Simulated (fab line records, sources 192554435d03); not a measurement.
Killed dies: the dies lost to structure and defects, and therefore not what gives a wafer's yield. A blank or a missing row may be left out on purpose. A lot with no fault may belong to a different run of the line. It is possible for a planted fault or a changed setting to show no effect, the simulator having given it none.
Which of the tools did it? / flow n5 finfet / 27 wafers from 9 lots sampled at 5 of the route's 1938 steps

== WHAT EACH GAUGE READ, for each wafer ==
N5_BEOL_M4_RC_MEAS_101. Usual: DIBL_N 36.4 mV/V, standard deviation 1.3; DIBL_P 36.5 mV/V, standard deviation 1.7; IOFF_N 0.154 nA/um, standard deviation 0.022; IOFF_P 0.202 nA/um, standard deviation 0.025; ION_N 671 uA/um, standard deviation 9.8; ION_P 460 uA/um, standard deviation 6.8; SS_N 71.6 mV/dec, standard deviation 0.54; SS_P 73.4 mV/dec, standard deviation 0.58; VT_N 250.9 mV, standard deviation 2.8; VT_P -251.4 mV, standard deviation 2.7.
lot=L302; measured=day 8 04:26; on=prober-02; DIBL_N (mV/V)=37.2 34.8 37.4; DIBL_P (mV/V)=35.9 33.7 36.4; IOFF_N (nA/um)=0.159 0.124 0.168; IOFF_P (nA/um)=0.181 0.161 0.194; ION_N (uA/um)=682 668 674; ION_P (uA/um)=449 458 452; SS_N (mV/dec)=73.0 71.3 72.1; SS_P (mV/dec)=73.1 73.1 72.9; VT_N (mV)=252.0 255.4 250.2; VT_P (mV)=-252.2 -252.7 -252.2; flag=
lot=L304; measured=day 8 14:12; on=prober-02; DIBL_N (mV/V)=39.3 36.8 35.7; DIBL_P (mV/V)=38.5 36.2 34.4; IOFF_N (nA/um)=0.174 0.132 0.116; IOFF_P (nA/um)=0.185 0.155 0.142; ION_N (uA/um)=669 662 657; ION_P (uA/um)=447 446 444; SS_N (mV/dec)=72.4 71.7 71.4; SS_P (mV/dec)=74.5 72.9 73.5; VT_N (mV)=252.2 253.1 258.6; VT_P (mV)=-256.8 -256.9 -256.9; flag=
lot=L306; measured=day 9 02:28; on=prober-02; DIBL_N (mV/V)=36.6 36.0 35.3; DIBL_P (mV/V)=37.2 36.3 35.5; IOFF_N (nA/um)=0.147 0.145 0.134; IOFF_P (nA/um)=0.204 0.201 0.183; ION_N (uA/um)=679 694 665; ION_P (uA/um)=463 469 460; SS_N (mV/dec)=72.0 71.6 71.7; SS_P (mV/dec)=73.4 72.9 73.3; VT_N (mV)=249.0 250.9 251.9; VT_P (mV)=-249.7 -250.8 -252.3; flag=
lot=L311; measured=day 10 04:52; on=prober-01; DIBL_N (mV/V)=37.0 36.2 35.5; DIBL_P (mV/V)=36.6 35.5 34.2; IOFF_N (nA/um)=0.162 0.148 0.134; IOFF_P (nA/um)=0.231 0.208 0.188; ION_N (uA/um)=680 674 671; ION_P (uA/um)=472 463 462; SS_N (mV/dec)=71.5 71.1 71.2; SS_P (mV/dec)=73.0 72.7 71.7; VT_N (mV)=248.9 249.8 249.6; VT_P (mV)=-249.5 -251.7 -250.8; flag=
lot=L310; measured=day 10 08:23; on=prober-01; DIBL_N (mV/V)=36.8 34.7 35.9; DIBL_P (mV/V)=37.6 35.0 36.6; IOFF_N (nA/um)=0.163 0.129 0.149; IOFF_P (nA/um)=0.205 0.174 0.195; ION_N (uA/um)=674 655 672; ION_P (uA/um)=460 453 467; SS_N (mV/dec)=71.6 71.5 71.7; SS_P (mV/dec)=73.1 73.2 73.2; VT_N (mV)=249.0 253.7 250.0; VT_P (mV)=-249.7 -253.0 -250.1; flag=
lot=L319; measured=day 12 06:35; on=prober-02; DIBL_N (mV/V)=38.0 37.6 37.0; DIBL_P (mV/V)=37.3 37.1 36.4; IOFF_N (nA/um)=0.181 0.163 0.157; IOFF_P (nA/um)=0.232 0.225 0.221; ION_N (uA/um)=661 672 671; ION_P (uA/um)=451 461 463; SS_N (mV/dec)=72.6 72.0 71.7; SS_P (mV/dec)=73.1 73.5 73.4; VT_N (mV)=249.9 252.3 250.5; VT_P (mV)=-248.6 -251.1 -250.3; flag=
lot=L322; measured=day 12 23:37; on=prober-02; DIBL_N (mV/V)=38.7 37.7 38.3; DIBL_P (mV/V)=40.7 40.3 41.4; IOFF_N (nA/um)=0.203 0.184 0.213; IOFF_P (nA/um)=0.250 0.238 0.267; ION_N (uA/um)=671 675 679; ION_P (uA/um)=462 457 461; SS_N (mV/dec)=73.0 72.1 72.4; SS_P (mV/dec)=74.1 74.4 73.9; VT_N (mV)=248.8 249.9 248.1; VT_P (mV)=-248.9 -249.7 -247.8; flag=
lot=L323; measured=day 13 22:59; on=prober-01; DIBL_N (mV/V)=34.7 35.0 35.2; DIBL_P (mV/V)=34.7 35.3 36.0; IOFF_N (nA/um)=0.130 0.134 0.145; IOFF_P (nA/um)=0.191 0.199 0.215; ION_N (uA/um)=662 679 672; ION_P (uA/um)=459 466 464; SS_N (mV/dec)=71.6 70.6 71.2; SS_P (mV/dec)=72.5 72.7 72.4; VT_N (mV)=253.3 251.0 250.8; VT_P (mV)=-251.2 -248.1 -249.1; flag=
lot=L324; measured=day 13 17:35; on=prober-01; DIBL_N (mV/V)=36.1 37.4 37.3; DIBL_P (mV/V)=37.4 38.9 38.9; IOFF_N (nA/um)=0.157 0.189 0.187; IOFF_P (nA/um)=0.192 0.220 0.211; ION_N (uA/um)=677 685 669; ION_P (uA/um)=453 465 455; SS_N (mV/dec)=71.5 71.6 71.8; SS_P (mV/dec)=73.3 74.2 73.7; VT_N (mV)=247.4 245.6 248.7; VT_P (mV)=-252.0 -250.3 -251.6; flag=

== EACH LOT AND THE TOOL THAT RAN IT (in order: tool; ch and the chambers of the sampled wafers; start) ==
lot=L302; N5_MOL_CONTACT_COAG_VIA_ETCH_46=rie diel-02 ch 2,3, day 5 09:55; N5_MOL_CONTACT_COAG_STRIP_119=plasma asher-01 ch 0,1, day 5 10:06; N5_MOL_CONTACT_COAG_ALD_133=ald sin-02 ch 2,3, day 5 11:09; N5_MOL_CONTACT_COAG_STRIP_72=rie diel-05 ch 0,2,3, day 5 11:37
lot=L304; N5_MOL_CONTACT_COAG_VIA_ETCH_46=rie diel-05 ch 2,3, day 5 23:24; N5_MOL_CONTACT_COAG_STRIP_119=plasma asher-01 ch 0,1, day 5 23:35; N5_MOL_CONTACT_COAG_ALD_133=ald sin-04 ch 1,2,3, day 6 00:19; N5_MOL_CONTACT_COAG_STRIP_72=rie diel-06 ch 1,2,3, day 6 00:46
lot=L306; N5_MOL_CONTACT_COAG_VIA_ETCH_46=rie diel-06 ch 2,3, day 6 06:01; N5_MOL_CONTACT_COAG_STRIP_119=plasma asher-01 ch 0,1, day 6 06:13; N5_MOL_CONTACT_COAG_ALD_133=ald sin-04 ch 0,1,2, day 6 07:03; N5_MOL_CONTACT_COAG_STRIP_72=rie diel-05 ch 0,2,3, day 6 07:31
lot=L311; N5_MOL_CONTACT_COAG_VIA_ETCH_46=rie diel-05 ch 1,3, day 7 11:21; N5_MOL_CONTACT_COAG_STRIP_119=plasma asher-02 ch 0,1, day 7 11:32; N5_MOL_CONTACT_COAG_ALD_133=ald sin-04 ch 0,1,2, day 7 12:21; N5_MOL_CONTACT_COAG_STRIP_72=rie diel-05 ch 0,1, day 7 12:49
lot=L310; N5_MOL_CONTACT_COAG_VIA_ETCH_46=rie diel-06 ch 0,2, day 7 12:32; N5_MOL_CONTACT_COAG_STRIP_119=plasma asher-02 ch 0,1, day 7 12:43; N5_MOL_CONTACT_COAG_ALD_133=ald sin-04 ch 0,1,2, day 7 13:40; N5_MOL_CONTACT_COAG_STRIP_72=rie diel-02 ch 1,2,3, day 7 14:08
lot=L319; N5_MOL_CONTACT_COAG_VIA_ETCH_46=rie diel-06 ch 1,3, day 9 13:45; N5_MOL_CONTACT_COAG_STRIP_119=plasma asher-01 ch 0,1, day 9 13:56; N5_MOL_CONTACT_COAG_ALD_133=ald sin-01 ch 1,2,3, day 9 14:42; N5_MOL_CONTACT_COAG_STRIP_72=rie diel-06 ch 0,2, day 9 15:11
lot=L322; N5_MOL_CONTACT_COAG_VIA_ETCH_46=rie diel-05 ch 0,2, day 10 12:20; N5_MOL_CONTACT_COAG_STRIP_119=plasma asher-01 ch 0,1, day 10 12:32; N5_MOL_CONTACT_COAG_ALD_133=ald sin-04 ch 0,3, day 10 13:14; N5_MOL_CONTACT_COAG_STRIP_72=rie diel-06 ch 1,2, day 10 13:42
lot=L323; N5_MOL_CONTACT_COAG_VIA_ETCH_46=rie diel-06 ch 0,1,3, day 11 06:40; N5_MOL_CONTACT_COAG_STRIP_119=plasma asher-02 ch 0,1, day 11 06:56; N5_MOL_CONTACT_COAG_ALD_133=ald sin-01 ch 0,3, day 11 07:45; N5_MOL_CONTACT_COAG_STRIP_72=rie diel-02 ch 0,1, day 11 08:20
lot=L324; N5_MOL_CONTACT_COAG_VIA_ETCH_46=rie diel-06 ch 0,1,3, day 11 06:59; N5_MOL_CONTACT_COAG_STRIP_119=plasma asher-02 ch 0,1, day 11 07:10; N5_MOL_CONTACT_COAG_ALD_133=ald sin-04 ch 0,1,3, day 11 08:26; N5_MOL_CONTACT_COAG_STRIP_72=rie diel-05 ch 1,2,3, day 11 08:55
- N5_MOL_CONTACT_COAG_VIA_ETCH_46: etches SiO2 in C4F6/O2, target depth 46 nm, overetch 9.2 nm, time 40 s.
- N5_MOL_CONTACT_COAG_STRIP_119: strips in N2/H2, time 30 s.
- N5_MOL_CONTACT_COAG_ALD_133: deposits SiO2, target thk 5 nm, pulse time 1 s, co reactant pulse time 1 s.
- N5_MOL_CONTACT_COAG_STRIP_72: strips in N2/H2.

== WHAT THE TOOLS THEMSELVES READ (means of the sampled wafers that have a number; where no wafer has one, the mark that the record gives instead) ==
N5_MOL_CONTACT_COAG_VIA_ETCH_46. Usual: drypump motor current A 5.8 A, standard deviation 0.35; oes_f_703_au 0.80 a.u., standard deviation 0.091; oes product au 0.71 a.u., standard deviation 0.082; rf vpp V 1585 V, standard deviation 13; showerhead plenum p Torr 2.80 Torr, standard deviation 0.066; throttle valve pct 40.99 %, standard deviation 0.26.
lot=L302; tool=rie diel-02; drypump motor current A (A)=6.1; oes_f_703_au (a.u.)=0.77; oes product au (a.u.)=0.67; rf vpp V (V)=1602; showerhead plenum p Torr (Torr)=2.88; throttle valve pct (%)=41.28; flag=
lot=L304; tool=rie diel-05; drypump motor current A (A)=5.9; oes_f_703_au (a.u.)=0.72; oes product au (a.u.)=0.65; rf vpp V (V)=1571; showerhead plenum p Torr (Torr)=2.85; throttle valve pct (%)=40.95; flag=
lot=L306; tool=rie diel-06; drypump motor current A (A)=6.1; oes_f_703_au (a.u.)=0.74; oes product au (a.u.)=0.67; rf vpp V (V)=1586; showerhead plenum p Torr (Torr)=2.77; throttle valve pct (%)=41.01; flag=
lot=L311; tool=rie diel-05; drypump motor current A (A)=5.5; oes_f_703_au (a.u.)=0.80; oes product au (a.u.)=0.72; rf vpp V (V)=1575; showerhead plenum p Torr (Torr)=2.81; throttle valve pct (%)=40.77; flag=
lot=L310; tool=rie diel-06; drypump motor current A (A)=5.8; oes_f_703_au (a.u.)=0.96; oes product au (a.u.)=0.86; rf vpp V (V)=1593; showerhead plenum p Torr (Torr)=2.78; throttle valve pct (%)=40.65; flag=
lot=L319; tool=rie diel-06; drypump motor current A (A)=6.0; oes_f_703_au (a.u.)=0.74; oes product au (a.u.)=0.66; rf vpp V (V)=1594; showerhead plenum p Torr (Torr)=2.79; throttle valve pct (%)=41.22; flag=
lot=L322; tool=rie diel-05; drypump motor current A (A)=6.0; oes_f_703_au (a.u.)=0.87; oes product au (a.u.)=0.79; rf vpp V (V)=1579; showerhead plenum p Torr (Torr)=2.85; throttle valve pct (%)=41.05; flag=
lot=L323; tool=rie diel-06; drypump motor current A (A)=6.0; oes_f_703_au (a.u.)=0.78; oes product au (a.u.)=0.71; rf vpp V (V)=1593; showerhead plenum p Torr (Torr)=2.77; throttle valve pct (%)=41.07; flag=
lot=L324; tool=rie diel-06; drypump motor current A (A)=6.0; oes_f_703_au (a.u.)=0.78; oes product au (a.u.)=0.69; rf vpp V (V)=1594; showerhead plenum p Torr (Torr)=2.77; throttle valve pct (%)=41.06; flag=

N5_MOL_CONTACT_COAG_STRIP_119. Usual: drypump motor current A 5.7 A, standard deviation 0.41; heater power w 327 W, standard deviation 33.
lot=L302; tool=plasma asher-01; drypump motor current A (A)=5.4; heater power w (W)=346; flag=
lot=L304; tool=plasma asher-01; drypump motor current A (A)=5.3; heater power w (W)=368; flag=
lot=L306; tool=plasma asher-01; drypump motor current A (A)=5.4; heater power w (W)=339; flag=
lot=L311; tool=plasma asher-02; drypump motor current A (A)=6.0; heater power w (W)=311; flag=
lot=L310; tool=plasma asher-02; drypump motor current A (A)=6.0; heater power w (W)=315; flag=
lot=L319; tool=plasma asher-01; drypump motor current A (A)=5.4; heater power w (W)=342; flag=
lot=L322; tool=plasma asher-01; drypump motor current A (A)=5.3; heater power w (W)=362; flag=
lot=L323; tool=plasma asher-02; drypump motor current A (A)=6.1; heater power w (W)=310; flag=
lot=L324; tool=plasma asher-02; drypump motor current A (A)=5.9; heater power w (W)=303; flag=

N5_MOL_CONTACT_COAG_ALD_133. Usual: heater power w 84 W, standard deviation 7.6; precursor pulse height rel 1.000, standard deviation 0.02; susceptor temp C 100.00 C, standard deviation 0.13.
lot=L302; tool=ald sin-02; heater power w (W)=87; precursor pulse height rel=1.005; susceptor temp C (C)=99.93; flag=
lot=L304; tool=ald sin-04; heater power w (W)=84; precursor pulse height rel=1.003; susceptor temp C (C)=100.07; flag=
lot=L306; tool=ald sin-04; heater power w (W)=88; precursor pulse height rel=0.985; susceptor temp C (C)=100.08; flag=
lot=L311; tool=ald sin-04; heater power w (W)=87; precursor pulse height rel=0.991; susceptor temp C (C)=100.10; flag=
lot=L310; tool=ald sin-04; heater power w (W)=84; precursor pulse height rel=0.989; susceptor temp C (C)=97.30; flag=OFF
lot=L319; tool=ald sin-01; heater power w (W)=73; precursor pulse height rel=0.992; susceptor temp C (C)=99.86; flag=
lot=L322; tool=ald sin-04; heater power w (W)=87; precursor pulse height rel=0.990; susceptor temp C (C)=99.94; flag=
lot=L323; tool=ald sin-01; heater power w (W)=78; precursor pulse height rel=1.000; susceptor temp C (C)=99.92; flag=
lot=L324; tool=ald sin-04; heater power w (W)=82; precursor pulse height rel=0.987; susceptor temp C (C)=99.93; flag=

N5_MOL_CONTACT_COAG_STRIP_72. Usual: drypump motor current A 5.8 A, standard deviation 0.37; oes product au 0.76 a.u., standard deviation 0.079; power w 450.1 W, standard deviation 1.3; rf vpp V 58.8 V, standard deviation 2; showerhead plenum p Torr 2.49 Torr, standard deviation 0.078; throttle valve pct 23.80 %, standard deviation 0.3.
lot=L302; tool=rie diel-05; drypump motor current A (A)=5.9; oes product au (a.u.)=0.78; power w (W)=449.3; rf vpp V (V)=60.1; showerhead plenum p Torr (Torr)=2.53; throttle valve pct (%)=23.64; flag=
lot=L304; tool=rie diel-06; drypump motor current A (A)=6.0; oes product au (a.u.)=0.74; power w (W)=452.3; rf vpp V (V)=57.8; showerhead plenum p Torr (Torr)=2.49; throttle valve pct (%)=23.73; flag=
lot=L306; tool=rie diel-05; drypump motor current A (A)=5.8; oes product au (a.u.)=0.76; power w (W)=450.4; rf vpp V (V)=57.0; showerhead plenum p Torr (Torr)=2.53; throttle valve pct (%)=23.65; flag=
lot=L311; tool=rie diel-05; drypump motor current A (A)=5.5; oes product au (a.u.)=0.89; power w (W)=450.2; rf vpp V (V)=57.4; showerhead plenum p Torr (Torr)=2.49; throttle valve pct (%)=23.52; flag=
lot=L310; tool=rie diel-02; drypump motor current A (A)=5.8; oes product au (a.u.)=0.73; power w (W)=449.8; rf vpp V (V)=59.1; showerhead plenum p Torr (Torr)=2.50; throttle valve pct (%)=23.89; flag=
lot=L319; tool=rie diel-06; drypump motor current A (A)=5.9; oes product au (a.u.)=0.94; power w (W)=450.5; rf vpp V (V)=59.8; showerhead plenum p Torr (Torr)=2.48; throttle valve pct (%)=23.20; flag=
lot=L322; tool=rie diel-06; drypump motor current A (A)=5.9; oes product au (a.u.)=0.78; power w (W)=449.6; rf vpp V (V)=61.0; showerhead plenum p Torr (Torr)=2.51; throttle valve pct (%)=23.84; flag=
lot=L323; tool=rie diel-02; drypump motor current A (A)=5.3; oes product au (a.u.)=0.70; power w (W)=450.2; rf vpp V (V)=58.3; showerhead plenum p Torr (Torr)=2.41; throttle valve pct (%)=23.74; flag=
lot=L324; tool=rie diel-05; drypump motor current A (A)=5.7; oes product au (a.u.)=0.83; power w (W)=450.3; rf vpp V (V)=58.9; showerhead plenum p Torr (Torr)=2.52; throttle valve pct (%)=23.64; flag=

== THE ANSWER, worked out from the rows above alone ==
Rule: take the mean of a lot's wafers that have a number; if it is more than 3 standard deviations from the usual mean, the lot is off. Also off: a lot with no number at a reading for which 4 or more lots have one. The other lots that the step has rows for count as sound. The gauges are gone through in route order, then the tools' own readings, and for those a lot's mean is taken as printed above. At the first step where some lot is off, the reading lying furthest off is the one used; lots without a number count as furthest.
Off, at N5_MOL_CONTACT_COAG_ALD_133 on susceptor temp C: L310.
A tool fits if, at that step or a process step before it, it ran every lot that is off, and no sound lot after the first of them. Of those tried, none fits.

== WHAT HAD BEEN PUT IN BY THE SIMULATOR ==
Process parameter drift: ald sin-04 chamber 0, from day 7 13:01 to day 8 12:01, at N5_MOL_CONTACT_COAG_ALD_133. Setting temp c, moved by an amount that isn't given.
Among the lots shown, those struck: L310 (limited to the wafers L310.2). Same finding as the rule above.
